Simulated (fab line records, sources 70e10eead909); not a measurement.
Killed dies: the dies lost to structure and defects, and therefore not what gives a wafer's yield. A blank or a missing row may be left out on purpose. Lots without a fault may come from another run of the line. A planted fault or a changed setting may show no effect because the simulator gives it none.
fab line records	flow nand_harc
record: lots: 24	wafers: 72	last_day: 34
route steps=1302 shown P_CONTACT@217 P_M0@270 P_M1@307
lots that met no fault: from a run of the same line without faults
start_h: hours from the record's opening day to when the first of the lot's shown wafers began	wait_h: how many hours have passed since the lot's step before this one	" unchanged from the row above	L1.1+2: several wafers, shown together as one row	- no value, or no start was given	* or withheld: withheld	< > ~ a bound
route shown NAME@n: names a module that has steps shown in the file, with the first one's number in the route	usual: average and standard deviation across the fault-free wafers	same: alike in all rows	chamber/n: place in a boat	sites: the reading at each site	_std_site: standard deviation of those values	_edge_site: the outer-site mean with the inner-site mean subtracted	radius_mm: for every site, how far away it sits from the centre of the wafer	mask NAME#n: copy n	behind: the most recent tool/chamber to have shaped the wafer	hold: the reason the lot was held/the length of the hold in hours/how it ended	device: transistor that didn't switch, given as n, p or np	end of line: the same wafers' tests at the end of the route	a step with no rows: only its recipe	killed: at the first sort, the dies lost to defects and structure; wafer yield is something else	map: the dies of a wafer, with x for killed, . for not killed, _ for no die there
set.NAME: the setting as run; set.NAME@STEP: as run at that earlier step	model.NAME: the simulator's own value behind a step, which no gauge read
a sample of lots followed through the steps of the route, with each step as a table and each wafer as a row
services: when a tool's chamber went out of use (start_h, in hours from the record's first day, below 0 if earlier), for how many hours, and the reason
== steps ==
step: NHARC_P_CONTACT_DEP_30
recipe: target_thk_a: 300	temp_c: 400	target_thk_nm: 30	flow_sccm: 200	rf_w: 450	material: SiNx
usual: heater_power_w: 746/110
lot.wafer	tool	chamber	start_h	wait_h	heater_power_w
L075.3	pecvd-01	2	123.98	0.1	902
L075.2	"	0	"	"	726
L075.6	"	2	"	"	878
L074.2	pecvd-04	2	124.89	0.1	710
L074.5	"	1	"	"	695
L074.4	"	0	"	"	907
L076.1	pecvd-04	1	137.68	0.1	667
L076.3	"	2	"	"	691
L076.2	"	0	"	"	868
L077.1	pecvd-01	1	156.25	0.2	598
L077.5	"	2	"	"	913
L077.4	"	0	"	"	734
L078.2	pecvd-01	2	158.29	0.1	799
L078.4	"	2	"	"	784
L078.6	"	0	"	"	820
L079.2	pecvd-03	0	167.97	0.2	820
L079.1	"	1	"	"	590
L079.4	"	0	"	"	830
L080.1	pecvd-04	0	177.50	0.1	931
L080.2	"	1	"	"	634
L080.6	"	0	"	"	927
L081.1	pecvd-01	2	181.65	0.1	911
L081.3	"	1	"	"	610
L081.4	"	0	"	"	783
L082.4	pecvd-01	0	195.11	0.2	810
L082.6	"	1	"	"	671
L082.5	"	2	"	"	779
L083.3	pecvd-04	0	200.40	0.2	943
L083.6	"	2	"	"	796
L083.5	"	0	"	"	760
L084.2	pecvd-03	0	215.43	0.1	771
L084.6	"	1	"	"	615
L084.5	"	2	"	"	739
L085.3	pecvd-03	0	222.34	0.1	742
L085.4	"	2	"	"	804
L085.5	"	0	"	"	754
L086.3	pecvd-01	1	245.19	0.1	627
L086.1	"	2	"	"	834
L086.6	"	2	"	"	842
L087.3	pecvd-03	0	261.28	0.1	852
L087.1	"	1	"	"	503
L087.5	"	1	"	"	518
L088.1	pecvd-03	0	262.06	0.1	851
L088.3	"	1	"	"	552
L088.4	"	1	"	"	569
L089.2	pecvd-03	1	273.34	0.1	549
L089.3	"	2	"	"	792
L089.4	"	1	"	"	554
L090.2	pecvd-01	1	282.63	0.1	691
L090.1	"	0	"	"	857
L090.6	"	2	"	"	802
L091.2	pecvd-01	0	296.28	0.1	796
L091.5	"	1	"	"	634
L091.4	"	2	"	"	816
L092.1	pecvd-03	1	304.78	0.1	583
L092.2	"	0	"	"	860
L092.4	"	0	"	"	862
L093.3	pecvd-03	2	311.55	0.1	803
L093.5	"	0	"	"	886
L093.4	"	2	"	"	767
L094.3	pecvd-03	2	315.21	0.1	686
L094.1	"	0	"	"	869
L094.4	"	2	"	"	701
L095.6	pecvd-03	2	327.03	0.2	804
L095.5	"	0	"	"	810
L095.4	"	1	"	"	577
L096.2	pecvd-01	2	336.45	0.1	837
L096.1	"	0	"	"	927
L096.5	"	1	"	"	743
L097.2	pecvd-03	0	341.36	0.1	838
L097.4	"	2	"	"	767
L097.6	"	0	"	"	804
step: NHARC_P_CONTACT_OVL_MEAS_13
usual: overlay_x_nm: -0.2/0.57	overlay_y_nm: 0.0/0.85
lot.wafer	tool	chamber	start_h	wait_h	overlay_x_nm	overlay_y_nm
L075.2	overlay-01	-	125.61	-	-0.3	-0.7
L075.3	"	-	"	"	-0.6	-0.9
L075.6	"	-	"	"	-0.1	-0.4
L074.2	overlay-02	-	126.47	-	-0.2	0.0
L074.4	"	-	"	"	0.3	-0.5
L074.5	"	-	"	"	-0.5	-0.4
L076.1	overlay-01	-	139.31	-	-0.1	1.5
L076.2	"	-	"	"	0.2	2.0
L076.3	"	-	"	"	0.0	1.2
L077.1	overlay-01	-	157.68	-	0.0	1.5
L077.4	"	-	"	"	0.0	1.8
L077.5	"	-	"	"	0.2	1.6
L078.2	overlay-02	-	159.91	-	-0.7	0.2
L078.4	"	-	"	"	-1.1	0.3
L078.6	"	-	"	"	-1.0	0.5
L079.1	overlay-02	-	169.44	-	-0.9	-1.7
L079.2	"	-	"	"	-1.5	-1.5
L079.4	"	-	"	"	-0.7	-1.9
L080.1	overlay-02	-	179.02	-	-0.1	-1.3
L080.2	"	-	"	"	0.2	-0.7
L080.6	"	-	"	"	-0.2	-1.0
L081.1	overlay-01	-	183.28	-	-0.5	-0.2
L081.3	"	-	"	"	-0.5	-0.3
L081.4	"	-	"	"	-1.0	-0.1
L082.4	overlay-02	-	196.51	-	-0.6	0.5
L082.5	"	-	"	"	-0.5	0.0
L082.6	"	-	"	"	-0.4	-0.2
L083.3	overlay-02	-	202.01	-	0.7	0.6
L083.5	"	-	"	"	0.7	0.9
L083.6	"	-	"	"	0.7	0.4
L084.2	overlay-01	-	216.86	-	0.7	-0.5
L084.5	"	-	"	"	0.5	-0.8
L084.6	"	-	"	"	0.7	-0.9
L085.3	overlay-01	-	223.77	-	0.8	0.7
L085.4	"	-	"	"	0.1	0.3
L085.5	"	-	"	"	0.4	0.9
L086.1	overlay-01	-	246.79	-	0.6	-0.4
L086.3	"	-	"	"	0.6	0.3
L086.6	"	-	"	"	0.4	0.0
L087.1	overlay-02	-	262.87	-	0.2	1.3
L087.3	"	-	"	"	0.1	1.0
L087.5	"	-	"	"	-0.5	1.2
L088.1	overlay-02	-	263.68	-	-0.4	-0.1
L088.3	"	-	"	"	-0.2	-0.1
L088.4	"	-	"	"	0.0	-0.4
L089.2	overlay-01	-	274.81	-	-1.0	-1.2
L089.3	"	-	"	"	-0.6	-1.1
L089.4	"	-	"	"	-0.6	-0.3
L090.1	overlay-01	-	284.15	-	0.5	1.1
L090.2	"	-	"	"	0.7	1.1
L090.6	"	-	"	"	0.7	1.2
L091.2	overlay-01	-	297.90	-	-0.6	0.5
L091.4	"	-	"	"	-0.5	0.7
L091.5	"	-	"	"	-0.8	0.6
L092.1	overlay-02	-	306.41	-	0.3	-1.2
L092.2	"	-	"	"	-0.1	-0.4
L092.4	"	-	"	"	0.0	-0.7
L093.3	overlay-01	-	312.98	-	0.1	-0.1
L093.4	"	-	"	"	0.1	-0.5
L093.5	"	-	"	"	0.2	-0.3
L094.1	overlay-02	-	316.71	-	-0.9	-0.4
L094.3	"	-	"	"	-0.6	-0.2
L094.4	"	-	"	"	-0.8	-0.2
L095.4	overlay-01	-	328.54	-	-0.1	-0.7
L095.5	"	-	"	"	0.0	-0.4
L095.6	"	-	"	"	-0.2	-0.8
L096.1	overlay-02	-	337.92	-	-0.4	-0.1
L096.2	"	-	"	"	0.4	0.0
L096.5	"	-	"	"	-0.6	-0.6
L097.2	overlay-02	-	342.83	-	-0.2	0.4
L097.4	"	-	"	"	0.6	0.7
L097.6	"	-	"	"	0.1	0.2
step: NHARC_P_CONTACT_ETCH_35
recipe: target_depth_a: 390	over_etch_frac: 0.3	time_s: 65	ion_energy_ev: 80	cf4_flow_sccm: 150	ar_flow_sccm: 0	rf_w: 300	bias_w: 100	chemistry: CF4
usual: drypump_motor_current_A: 5.8/0.52	oes_product_au: 0.995/0.01	rf_vpp_V: 151.1/1.3	showerhead_plenum_p_Torr: 1.76/0.077	throttle_valve_pct: 13.284/0.0091
lot.wafer	tool	chamber	start_h	wait_h	drypump_motor_current_A	oes_product_au	rf_hours_counter_h	rf_vpp_V	showerhead_plenum_p_Torr	throttle_valve_pct
L075.3	rie_diel-11	1	125.80	0.1	5.1	0.991	0.6	149.8	1.74	13.287
L075.2	"	2	"	"	6.6	0.991	0.5	150.8	1.77	13.279
L075.6	"	0	"	"	5.4	1.008	-	152.8	1.88	13.271
L074.2	rie_diel-07	1	126.66	0.1	5.0	0.993	0.0	151.7	1.67	13.293
L074.4	"	3	"	"	5.6	0.983	0.0	150.0	1.69	13.298
L074.5	"	0	"	"	6.2	1.017	-	148.7	1.70	13.292
L076.3	rie_diel-11	1	139.50	0.1	5.1	0.997	1.1	150.6	1.74	13.267
L076.2	"	2	"	"	6.5	0.991	0.9	151.8	1.77	13.279
L076.1	"	3	"	"	5.9	0.989	1.0	151.5	1.76	13.291
L077.1	rie_diel-11	2	157.88	0.1	6.5	0.974	1.4	150.7	1.77	13.282
L077.5	"	2	"	"	6.5	0.991	-	150.8	1.77	13.277
L077.4	"	1	"	"	5.1	1.003	-	149.4	1.74	13.281
L078.2	rie_diel-11	1	160.12	0.1	5.1	1.008	2.1	150.7	1.74	13.295
L078.6	"	3	"	"	5.9	1.009	-	151.8	1.76	13.263
L078.4	"	2	"	"	6.6	0.982	-	152.4	1.77	13.289
L079.2	rie_diel-11	3	169.63	0.1	5.9	0.985	2.6	151.9	1.76	13.288
L079.4	"	0	"	"	5.4	0.995	1.9	153.7	1.88	13.276
L079.1	"	1	"	"	5.1	0.997	2.6	150.7	1.74	13.270
L080.2	rie_diel-07	2	179.20	0.1	5.8	1.000	2.2	152.9	1.89	13.269
L080.1	"	0	"	"	6.2	1.001	1.4	151.9	1.70	13.292
L080.6	"	3	"	"	5.6	0.993	-	151.4	1.69	13.289
L081.3	rie_diel-07	0	183.46	0.1	6.2	1.004	1.7	149.4	1.70	13.289
L081.4	"	1	"	"	5.0	0.980	2.8	151.2	1.67	13.274
L081.1	"	3	"	"	5.6	0.984	3.1	151.1	1.69	13.293
L082.6	rie_diel-11	3	196.73	0.1	5.9	0.997	-	151.1	1.76	13.275
L082.4	"	0	"	"	5.4	0.996	-	151.9	1.88	13.275
L082.5	"	2	"	"	6.6	0.990	-	149.4	1.77	13.284
L083.3	rie_diel-04	0	202.19	0.1	6.5	1.011	0.4	153.8	1.89	13.282
L083.5	"	0	"	"	6.5	1.014	-	153.4	1.89	13.298
L083.6	"	1	"	"	5.8	0.990	-	149.8	1.71	13.295
L084.2	rie_diel-11	1	217.06	0.1	5.1	0.992	3.4	151.5	1.74	13.258
L084.6	"	2	"	"	6.5	0.992	-	152.4	1.77	13.289
L084.5	"	3	"	"	5.9	0.999	-	150.8	1.76	13.290
L085.4	rie_diel-11	2	223.95	0.1	6.6	0.993	4.2	151.0	1.77	13.288
L085.3	"	1	"	"	5.1	1.004	3.8	150.1	1.74	13.292
L085.5	"	3	"	"	5.9	1.011	-	150.7	1.76	13.277
L086.1	rie_diel-04	0	246.98	0.1	6.5	0.999	1.3	152.9	1.89	13.276
L086.3	"	2	"	"	5.8	0.994	1.3	151.2	1.74	13.285
L086.6	"	3	"	"	5.1	1.002	-	152.0	1.67	13.277
L087.1	rie_diel-07	3	263.07	0.1	5.6	0.993	5.7	150.7	1.69	13.270
L087.3	"	0	"	"	6.2	1.007	4.6	151.5	1.70	13.270
L087.5	"	2	"	"	5.9	0.997	-	152.5	1.88	13.261
L088.3	rie_diel-04	0	263.87	0.1	6.5	1.007	1.8	152.2	1.89	13.292
L088.1	"	1	"	"	5.8	0.982	1.8	150.4	1.71	13.286
L088.4	"	2	"	"	5.8	0.983	1.8	151.1	1.74	13.292
L089.4	rie_diel-07	2	275.00	0.1	5.9	0.992	7.2	151.9	1.88	13.273
L089.3	"	3	"	"	5.6	0.993	6.9	150.7	1.69	13.276
L089.2	"	0	"	"	6.2	1.006	5.9	148.9	1.70	13.281
L090.1	rie_diel-04	1	284.34	0.1	5.8	0.983	2.4	151.2	1.71	13.284
L090.2	"	2	"	"	5.8	0.970	2.5	149.7	1.74	13.269
L090.6	"	1	"	"	5.8	0.980	-	150.8	1.71	13.285
L091.2	rie_diel-11	1	298.09	0.1	5.1	0.977	0.5	150.0	1.74	13.291
L091.4	"	3	"	"	5.9	0.986	0.5	151.3	1.76	13.288
L091.5	"	1	"	"	5.1	0.969	-	150.5	1.74	13.276
L092.2	rie_diel-04	3	306.59	0.1	5.1	0.986	3.4	150.9	1.67	13.285
L092.4	"	0	"	"	6.5	0.996	3.2	151.0	1.89	13.279
L092.1	"	2	"	"	5.8	0.979	3.5	150.8	1.74	13.292
L093.3	rie_diel-11	1	313.16	0.1	5.1	0.986	1.2	149.3	1.74	13.276
L093.4	"	0	"	"	5.4	0.985	1.4	153.9	1.87	13.267
L093.5	"	1	"	"	5.1	0.980	-	150.7	1.74	13.288
L094.4	rie_diel-07	2	316.89	0.1	5.8	0.970	0.4	152.8	1.88	13.281
L094.3	"	0	"	"	6.2	0.996	0.3	151.2	1.70	13.280
L094.1	"	1	"	"	5.0	1.017	0.4	149.4	1.67	13.287
L095.4	rie_diel-04	1	328.74	0.1	5.8	0.997	4.2	149.6	1.71	13.271
L095.5	"	3	"	"	5.1	0.997	-	149.7	1.67	13.303
L095.6	"	0	"	"	6.5	1.006	-	152.2	1.89	13.299
L096.1	rie_diel-11	2	338.10	0.1	6.6	1.005	2.4	150.1	1.77	13.271
L096.2	"	1	"	"	5.1	0.995	2.1	150.8	1.74	13.285
L096.5	"	3	"	"	5.9	1.011	-	150.2	1.76	13.305
L097.2	rie_diel-04	0	343.02	0.1	6.6	0.999	4.7	153.7	1.89	13.271
L097.4	"	1	"	"	5.8	0.990	4.8	149.2	1.71	13.265
L097.6	"	3	"	"	5.1	0.996	-	150.7	1.67	13.293
step: NHARC_P_M0_STRIP_18
recipe: power_w: 1000	n2_flow_sccm: 150	h2_flow_sccm: 150	ar_flow_sccm: 0	bias_w: 0	chemistry: N2/H2
usual: drypump_motor_current_A: 5.7/0.49	oes_product_au: 0.997/0.014	rf_vpp_V: 90.4/0.91	showerhead_plenum_p_Torr: 2.01/0.086	throttle_valve_pct: 14.172/0.0083
lot.wafer	tool	chamber	start_h	wait_h	drypump_motor_current_A	oes_product_au	rf_hours_counter_h	rf_vpp_V	showerhead_plenum_p_Torr	throttle_valve_pct
L075.2	rie_diel-09	2	130.24	0.1	6.1	0.989	47	90.4	1.88	14.172
L075.3	"	3	"	"	5.8	0.980	44	90.5	2.09	14.160
L075.6	"	2	"	"	6.1	1.000	-	90.0	1.88	14.172
L074.4	rie_diel-09	0	131.02	0.1	6.0	1.002	40	89.1	1.97	14.180
L074.2	"	1	"	"	6.2	0.983	49	90.4	2.20	14.179
L074.5	"	3	"	"	5.8	0.982	-	90.7	2.09	14.171
L076.1	rie_diel-02	1	143.98	0.1	5.3	1.005	15	89.5	1.92	14.167
L076.3	"	2	"	"	5.8	0.992	16	91.6	2.00	14.169
L076.2	"	0	"	"	5.2	1.010	16	90.9	2.04	14.172
L077.4	rie_diel-05	2	162.32	0.1	6.7	1.012	33	90.8	2.04	14.164
L077.1	"	0	"	"	5.4	1.016	31	92.4	2.10	14.179
L077.5	"	3	"	"	5.3	0.999	-	89.5	1.98	14.155
L078.4	rie_diel-05	1	165.04	0.1	5.3	1.004	32	89.9	1.97	14.176
L078.2	"	3	"	"	5.2	0.998	34	90.0	1.98	14.163
L078.6	"	0	"	"	5.4	1.020	-	90.5	2.10	14.173
L079.4	rie_diel-05	1	174.19	0.1	5.3	1.024	37	89.6	1.97	14.174
L079.1	"	3	"	"	5.2	0.999	37	89.1	1.98	14.173
L079.2	"	0	"	"	5.4	1.025	35	93.0	2.10	14.170
L080.2	rie_diel-09	0	183.54	0.1	6.0	1.003	10	90.5	1.97	14.165
L080.1	"	1	"	"	6.2	0.997	9	91.7	2.20	14.175
L080.6	"	1	"	"	6.2	1.002	-	91.4	2.20	14.166
L081.4	rie_diel-02	3	187.92	0.1	6.1	0.998	18	90.0	1.88	14.160
L081.1	"	0	"	"	5.2	0.998	22	91.2	2.04	14.172
L081.3	"	2	"	"	5.8	0.984	22	90.7	2.00	14.179
L082.4	rie_diel-02	2	201.48	0.1	5.8	0.973	24	90.5	2.00	14.166
L082.6	"	0	"	"	5.2	0.998	-	89.8	2.04	14.169
L082.5	"	1	"	"	5.3	1.009	-	90.9	1.92	14.168
L083.3	rie_diel-09	0	206.67	0.1	6.0	1.011	22	90.4	1.96	14.172
L083.5	"	0	"	"	6.0	1.001	-	90.7	1.96	14.179
L083.6	"	1	"	"	6.2	0.992	-	91.4	2.19	14.173
L084.2	rie_diel-05	0	221.57	0.1	5.4	1.022	50	90.8	2.10	14.171
L084.5	"	1	"	"	5.3	1.005	-	90.6	1.97	14.170
L084.6	"	2	"	"	6.8	1.025	-	90.4	2.03	14.165
L085.3	rie_diel-09	0	228.26	0.1	6.0	0.993	28	90.2	1.96	14.176
L085.4	"	2	"	"	6.1	0.960	28	91.6	2.21	14.150
L085.5	"	0	"	"	6.0	0.997	-	90.6	1.96	14.181
L086.3	rie_diel-02	2	251.63	0.1	5.8	0.996	4	90.9	2.00	14.173
L086.1	"	1	"	"	5.3	0.972	4	89.6	1.92	14.171
L086.6	"	3	"	"	6.1	0.995	-	89.9	1.88	14.175
L087.1	rie_diel-05	2	267.61	0.1	6.7	1.006	12	89.7	2.03	14.179
L087.3	"	0	"	"	5.4	1.008	12	90.3	2.09	14.173
L087.5	"	0	"	"	5.4	1.010	-	90.0	2.09	14.167
L088.3	rie_diel-05	1	268.38	0.1	5.3	1.009	12	88.3	1.96	14.172
L088.1	"	2	"	"	6.7	0.995	12	89.8	2.03	14.179
L088.4	"	1	"	"	5.3	0.994	-	89.8	1.96	14.190
L089.4	rie_diel-02	3	279.32	0.1	6.1	0.975	12	88.0	1.88	14.174
L089.2	"	0	"	"	5.2	0.982	13	91.3	2.03	14.169
L089.3	"	1	"	"	5.3	0.994	11	90.2	1.92	14.175
L090.2	rie_diel-02	2	289.36	0.1	5.9	1.014	14	90.0	1.99	14.167
L090.1	"	3	"	"	6.1	0.972	15	90.6	1.87	14.173
L090.6	"	2	"	"	5.9	1.000	-	89.8	1.99	14.164
L091.2	rie_diel-05	2	302.42	0.1	6.7	1.002	26	90.2	2.02	14.152
L091.4	"	0	"	"	5.4	1.000	25	90.3	2.09	14.175
L091.5	"	3	"	"	5.2	1.005	-	89.5	1.96	14.173
L092.4	rie_diel-05	2	311.09	0.1	6.8	1.007	28	90.6	2.02	14.175
L092.2	"	0	"	"	5.4	0.988	26	91.1	2.09	14.172
L092.1	"	1	"	"	5.3	1.003	26	89.4	1.96	14.190
L093.3	rie_diel-02	1	317.66	0.1	5.3	0.980	20	90.0	1.91	14.178
L093.5	"	2	"	"	5.8	1.008	-	90.1	1.99	14.159
L093.4	"	0	"	"	5.2	0.972	-	89.5	2.03	14.185
L094.3	rie_diel-02	0	321.56	0.2	5.2	0.988	21	90.7	2.03	14.172
L094.1	"	2	"	"	5.9	0.999	19	88.8	1.99	14.176
L094.4	"	1	"	"	5.3	0.984	-	90.5	1.91	14.155
L095.4	rie_diel-05	1	333.15	0.1	5.3	1.015	35	91.1	1.95	14.162
L095.6	"	3	"	"	5.3	0.982	-	89.8	1.96	14.184
L095.5	"	0	"	"	5.4	0.994	-	90.5	2.08	14.180
L096.2	rie_diel-02	1	342.70	0.1	5.3	0.997	23	88.6	1.91	14.169
L096.1	"	3	"	"	6.1	0.991	22	88.5	1.87	14.179
L096.5	"	1	"	"	5.3	0.999	-	90.9	1.91	14.170
L097.2	rie_diel-09	0	347.59	0.1	5.9	1.017	7	91.0	1.95	14.176
L097.4	"	2	"	"	6.1	0.984	6	91.4	2.19	14.173
L097.6	"	3	"	"	5.8	1.019	-	91.7	2.07	14.187
step: NHARC_P_M0_ANNEAL_30
recipe: temp_c: 225	time_s: 90
usual: wafer_temp_C_max: 226.3/0.31
lot.wafer	tool	chamber	start_h	wait_h	wafer_temp_C_max
L075.2	rtp_anneal-01	0	131.57	0.3	226.1
L075.3	"	0	"	"	226.3
L075.6	"	0	"	"	226.7
L074.2	rtp_anneal-02	0	132.37	0.4	226.3
L074.4	"	0	"	"	226.1
L074.5	"	0	"	"	226.3
L076.1	rtp_anneal-01	0	145.27	-	226.7
L076.2	"	0	"	"	225.8
L076.3	"	0	"	"	226.7
L077.1	rtp_anneal-02	0	163.67	-	226.6
L077.4	"	0	"	"	227.2
L077.5	"	0	"	"	226.6
L078.2	rtp_anneal-02	0	166.35	-	225.8
L078.4	"	0	"	"	226.0
L078.6	"	0	"	"	226.2
L079.1	rtp_anneal-01	0	175.47	0.3	226.1
L079.2	"	0	"	"	226.5
L079.4	"	0	"	"	225.9
L080.1	rtp_anneal-01	0	184.82	-	226.0
L080.2	"	0	"	"	225.9
L080.6	"	0	"	"	225.8
L081.1	rtp_anneal-02	0	189.20	-	226.5
L081.3	"	0	"	"	226.3
L081.4	"	0	"	"	226.2
L082.4	rtp_anneal-02	0	202.91	0.4	226.2
L082.5	"	0	"	"	226.5
L082.6	"	0	"	"	226.1
L083.3	rtp_anneal-01	0	208.08	0.3	226.5
L083.5	"	0	"	"	226.1
L083.6	"	0	"	"	226.7
L084.2	rtp_anneal-02	0	222.83	-	226.6
L084.5	"	0	"	"	225.8
L084.6	"	0	"	"	226.6
L085.3	rtp_anneal-01	0	229.65	0.3	226.1
L085.4	"	0	"	"	226.1
L085.5	"	0	"	"	225.9
L086.1	rtp_anneal-02	0	252.92	0.3	226.6
L086.3	"	0	"	"	226.5
L086.6	"	0	"	"	226.7
L087.1	rtp_anneal-01	0	268.91	-	226.0
L087.3	"	0	"	"	226.4
L087.5	"	0	"	"	225.9
L088.1	rtp_anneal-01	0	269.72	-	225.9
L088.3	"	0	"	"	226.4
L088.4	"	0	"	"	226.4
L089.2	rtp_anneal-01	0	280.65	-	226.3
L089.3	"	0	"	"	226.0
L089.4	"	0	"	"	226.1
L090.1	rtp_anneal-01	0	290.62	0.3	226.3
L090.2	"	0	"	"	226.0
L090.6	"	0	"	"	225.9
L091.2	rtp_anneal-01	0	303.85	-	226.0
L091.4	"	0	"	"	226.2
L091.5	"	0	"	"	226.4
L092.1	rtp_anneal-01	0	312.38	0.3	226.0
L092.2	"	0	"	"	226.1
L092.4	"	0	"	"	226.7
L093.3	rtp_anneal-02	0	319.10	-	226.5
L093.4	"	0	"	"	226.8
L093.5	"	0	"	"	226.5
L094.1	rtp_anneal-01	0	322.90	0.3	226.1
L094.3	"	0	"	"	226.2
L094.4	"	0	"	"	225.8
L095.4	rtp_anneal-02	0	334.53	-	226.6
L095.5	"	0	"	"	226.3
L095.6	"	0	"	"	226.1
L096.1	rtp_anneal-01	0	344.01	-	225.9
L096.2	"	0	"	"	225.9
L096.5	"	0	"	"	226.8
L097.2	rtp_anneal-02	0	348.93	0.4	226.3
L097.4	"	0	"	"	226.3
L097.6	"	0	"	"	226.0
step: NHARC_P_M1_PVD_20
recipe: target_thk_a: 50	bias_v: 168.6	power_w: 15000	chamber_pressure_pa: 0.12	time_s: 8.06	substrate_temp_c: 50	material: TaN
usual: throttle_valve_pct: 30.3/0.91
lot.wafer	tool	chamber	start_h	wait_h	throttle_valve_pct
L075.2	pvd_sputter-01	-	-	-	29.5
L075.3	"	-	"	"	32.0
L075.6	"	-	"	"	29.2
L074.4	pvd_sputter-03	-	-	-	29.0
L074.2	"	-	"	"	31.3
L074.5	"	-	"	"	29.4
L076.2	pvd_sputter-03	-	-	-	29.0
L076.1	"	-	"	"	31.0
L076.3	"	-	"	"	30.6
L077.1	pvd_sputter-02	-	-	-	29.0
L077.4	"	-	"	"	30.4
L077.5	"	-	"	"	28.3
L078.2	pvd_sputter-02	-	-	-	29.1
L078.4	"	-	"	"	28.2
L078.6	"	-	"	"	29.1
L079.2	pvd_sputter-02	-	-	-	27.9
L079.4	"	-	"	"	30.4
L079.1	"	-	"	"	29.1
L080.2	pvd_sputter-01	-	-	-	31.6
L080.1	"	-	"	"	30.4
L080.6	"	-	"	"	32.0
L081.1	pvd_sputter-03	-	-	-	29.8
L081.4	"	-	"	"	30.2
L081.3	"	-	"	"	31.1
L082.4	pvd_sputter-01	-	-	-	32.0
L082.5	"	-	"	"	29.7
L082.6	"	-	"	"	31.3
L083.3	pvd_sputter-03	-	-	-	29.9
L083.5	"	-	"	"	30.4
L083.6	"	-	"	"	30.9
L084.2	pvd_sputter-03	-	-	-	30.4
L084.6	"	-	"	"	30.3
L084.5	"	-	"	"	30.3
L085.4	pvd_sputter-03	-	-	-	30.1
L085.3	"	-	"	"	29.9
L085.5	"	-	"	"	29.8
L086.3	pvd_sputter-01	-	-	-	31.1
L086.1	"	-	"	"	30.0
L086.6	"	-	"	"	31.4
L087.3	pvd_sputter-03	-	-	-	30.2
L087.1	"	-	"	"	31.0
L087.5	"	-	"	"	30.4
L088.3	pvd_sputter-02	-	-	-	29.1
L088.4	"	-	"	"	28.0
L088.1	"	-	"	"	30.4
L089.2	pvd_sputter-01	-	-	-	31.0
L089.3	"	-	"	"	30.1
L089.4	"	-	"	"	31.2
L090.1	pvd_sputter-01	-	-	-	31.4
L090.2	"	-	"	"	31.4
L090.6	"	-	"	"	31.5
L091.2	pvd_sputter-01	-	-	-	31.5
L091.4	"	-	"	"	31.2
L091.5	"	-	"	"	30.9
L092.1	pvd_sputter-03	-	-	-	30.3
L092.4	"	-	"	"	29.9
L092.2	"	-	"	"	29.6
L093.4	pvd_sputter-01	-	-	-	29.9
L093.3	"	-	"	"	31.4
L093.5	"	-	"	"	29.8
L094.1	pvd_sputter-01	-	-	-	30.0
L094.3	"	-	"	"	31.4
L094.4	"	-	"	"	31.0
L095.4	pvd_sputter-01	-	-	-	31.4
L095.5	"	-	"	"	31.2
L095.6	"	-	"	"	30.7
L096.2	pvd_sputter-03	-	-	-	29.8
L096.1	"	-	"	"	30.1
L096.5	"	-	"	"	30.6
L097.4	pvd_sputter-02	-	-	-	29.5
L097.2	"	-	"	"	30.8
L097.6	"	-	"	"	29.4
== services ==
tool	chamber	start_h	hours	kind
rie_diel-05	0	101.58	3.2	repair
pvd_sputter-01	-	128.42	5.4	repair
pecvd-01	-	130.02	13.0	pm
rie_diel-02	3	153.93	7.2	repair
rie_diel-11	0	153.95	9.1	repair
pecvd-01	-	158.85	11.0	repair
pvd_sputter-01	-	168.59	2.0	repair
pvd_sputter-03	-	170.00	10.0	pm
rie_diel-11	0	174.34	1.4	repair
pecvd-03	-	185.00	13.0	pm
rie_diel-11	1	195.61	6.0	repair
rie_diel-05	0	199.76	1.3	repair
pecvd-01	2	212.47	5.8	repair
rie_diel-02	-	216.70	9.0	pm
pecvd-03	-	220.38	0.5	repair
pvd_sputter-01	-	226.00	10.0	pm
rie_diel-05	-	229.60	9.0	pm
rie_diel-11	3	254.01	6.0	repair
rie_diel-11	-	255.50	9.0	pm
rie_diel-02	-	263.32	1.1	repair
pecvd-03	2	287.08	8.3	repair
rie_diel-11	-	288.08	0.7	repair
rie_diel-11	1	320.26	4.7	repair
pecvd-03	1	348.42	4.6	repair
== key ==
fault none
